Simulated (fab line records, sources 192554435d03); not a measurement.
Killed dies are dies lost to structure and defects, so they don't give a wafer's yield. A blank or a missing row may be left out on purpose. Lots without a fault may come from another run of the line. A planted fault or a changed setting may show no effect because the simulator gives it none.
A struck lot beside a sound one | flow n5_finfet | 35 steps out of a route of 1938
Sound: wafers L129.2, L129.3, L129.6. Struck: wafers L143.2, L143.4, L143.6. The cause comes at the end.
At each step with rows: each side's tool, then ch and its chambers, then its first start. Under that, the readings that differ: sound wafers | struck wafers | difference of the means | sigmas: that difference in standard deviations of wafers without a fault.
alike: readings whose means differ by less than 2 such deviations, and words and numbers that are the same on both sides. not compared: withheld readings, readings that some wafer has no value for, bounds like >300 that may hide the same value, and numbers for which the record gives no deviation and whose values overlap.
The two part at a step that has a row with sigmas, a row that says differs or no value, or rows on one side only. Numbers that don't overlap but have no deviation are shown without sigmas and don't part them. A reading that every wafer of one side lacks parts them only if that side has two wafers or more.

first, 9 steps without rows for these wafers: N5_BEOL_M1_ILD_DEP_00 (deposits SiOC from DEMS/O2, target thk 79 nm, time 15.3 s); N5_BEOL_M1_PECVD_72 (deposits SiO2 from TEOS/O2, target thk 16 nm, time 18 s); N5_BEOL_M1_HM_DEP_02 (deposits TiN, target thk 20 nm); N5_BEOL_M1_COAT_61 (time 60 s, resist thk 60 nm); N5_BEOL_M1_COAT_62 (time 60 s, resist thk 12 nm); N5_BEOL_M1_COAT_73 (time 60 s, resist thk 5 nm); N5_BEOL_M1_COAT_05 (resist thk 30 nm); N5_BEOL_M1_EBR_07; N5_BEOL_M1_SOFTBAKE_06 (time 60 s).
N5_BEOL_M1_EXPOSE_08: exposes mask M1.
  sound on euv_scanner-01 ch 0, day 6 15:50; struck on euv_scanner-01 ch 0, day 9 21:22
  reading              | sound             | struck            | difference | sigmas
  exposure_dose_mJ_cm2 | 32.97 32.99 33.01 | 34.48 34.48 34.50 | +1.50      | +16
  alike: mask
then, 2 steps without rows for these wafers: N5_BEOL_M1_PEB_09 (peb time 60 s); N5_BEOL_M1_DEVELOP_10 (develop time 30 s).
N5_BEOL_M1_CD_MEAS_11: target cd 17.05 nm.
  sound on cd_sem-03 ch 0, day 6 15:57; struck on cd_sem-01 ch 0, day 9 21:29
  reading    | sound             | struck            | difference | sigmas
  cd_nm (nm) | 17.08 16.65 16.98 | 18.15 17.99 18.00 | +1.14      | +5
then, 1 step without rows for these wafers: N5_BEOL_M1_DESCUM_16 (chemistry O2, time 7 s).
N5_BEOL_M1_ETCH_74: etches underlayer in N2/H2, target depth 6.5 nm, time 5.2 s.
  sound on rie_diel-05 ch 0,2, day 6 16:07; struck on rie_diel-01 ch 0,1,2, day 9 21:49
  reading                         | sound    | struck  | difference | sigmas
  model.BEOL_M1.cd_offset_nm (nm) | -0.2 0 0 | 1 1 1.2 | +1         |
  alike: drypump_motor_current_A, etch_rf_on_time_s, n2_flow_sccm, oes_product_au, rf_vpp_V, showerhead_plenum_p_Torr, throttle_valve_pct
  not compared: rf_hours_counter_h
then, 5 steps without rows for these wafers: N5_BEOL_M1_ETCH_63 (etches SiARC in CF4, target depth 15.6 nm, time 26 s); N5_BEOL_M1_ETCH_64 (etches SOC in N2/H2, target depth 75 nm, overetch 15 nm, time 112.5 s); N5_BEOL_M1_STRIP_65 (strips in N2/H2); N5_BEOL_M1_STRIP_75 (strips in N2/H2); N5_BEOL_M1_STRIP_66 (strips in CF4).
N5_BEOL_M1_HM_OPEN_17: chemistry Cl2/BCl3, target TiN, target depth 20 nm, overetch 6 nm.
  sound on rie_metal-02 ch 0,1, day 6 16:19; struck on rie_metal-03 ch 0,1, day 9 22:01
  reading                         | sound      | struck      | difference | sigmas
  model.BEOL_M1.cd_offset_nm (nm) | 0 0.6 -0.2 | 0.8 1.2 1.4 | +1.0       |
  alike: drypump_motor_current_A, oes_product_au, throttle_valve_pct
  not compared: rf_hours_counter_h
then, 12 steps without rows for these wafers: N5_BEOL_M1_STRIP_19 (strips in O2); N5_BEOL_M1_COAT_67 (time 60 s, resist thk 60 nm); N5_BEOL_M1_COAT_68 (time 60 s, resist thk 12 nm); N5_BEOL_M1_COAT_76 (time 60 s, resist thk 5 nm); N5_BEOL_M1_COAT_22 (resist thk 30 nm); N5_BEOL_M1_EBR_24; N5_BEOL_M1_SOFTBAKE_23 (time 60 s); N5_BEOL_M1_EXPOSE_25 (exposes mask V0, defocus 5 nm, target cd 24 nm); N5_BEOL_M1_PEB_26 (peb time 60 s); N5_BEOL_M1_DEVELOP_27 (develop time 30 s); N5_BEOL_M1_DESCUM_33 (chemistry O2, time 7 s); N5_BEOL_M1_ETCH_77 (etches underlayer in N2/H2, target depth 6.5 nm, time 5.2 s).
-- the record jumps here: 2 days lie between the struck wafers' starts before and after (it left off in module BEOL_M1 and takes up again in module BEOL_M4, whose first step shown is number 1111 of the route) --
N5_BEOL_M4_RC_MEAS_101:
  sound on prober-01 ch 0, day 8 14:43; struck on prober-01 ch 0, day 11 22:28
  alike: DIBL_N, DIBL_P, IOFF_N, IOFF_P, ION_N, ION_P, SS_N, SS_P, VT_N, VT_P
-- the record jumps here: 5 days lie between the struck wafers' starts before and after (it left off in module BEOL_M4 and takes up again in module PASSIVATION, whose first step shown is number 1936 of the route) --
N5_PASSIVATION_PROBE_49:
  sound on prober-02, day 12 22:47; struck on prober-02, day 16 16:37
  reading                  | sound          | struck         | difference | sigmas
  defect_limited_yield (%) | 88.9 91.5 90.8 | 60.3 60.8 63.2 | -29.0      | -19
  killed_at_M0_to_M3       | 33 22 19       | 380 399 367    | +357       | +41
  killed_dies              | 131 100 108    | 468 462 434    | +342       | +19
  killed_on_rim            | 15 16 21       | 57 58 56       | +40        | +9
  sort_bin_4_leakage (%)   | 0 0 0          | 0 0 1.19       | +0         | +3
  sort_bin_5_function (%)  | 6.2 5.3 4.7    | 23.1 24.5 22.4 | +17.9      | +18
  sort_bin_6_memory (%)    | 4.7 2.9 4.0    | 14.8 12.8 12.2 | +9.4       | +14
  sort_n_pass              | 1049 1080 1072 | 712 718 732    | -346       | -19
  sort_yield_pct (%)       | 88.9 91.5 90.8 | 60.3 60.8 62.0 | -29.4      | -20
  alike: killed_at_M4_up, killed_at_contacts, killed_at_front_end, killed_at_other, killed_open, killed_short

WHERE THEY PART
First at N5_BEOL_M1_EXPOSE_08; last, within this record, at N5_PASSIVATION_PROBE_49.

WHY: what the simulator had put in
Process parameter drift: euv_scanner-01, from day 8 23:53 on, at N5_BEOL_M1_EXPOSE_08. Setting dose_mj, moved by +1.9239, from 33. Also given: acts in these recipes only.
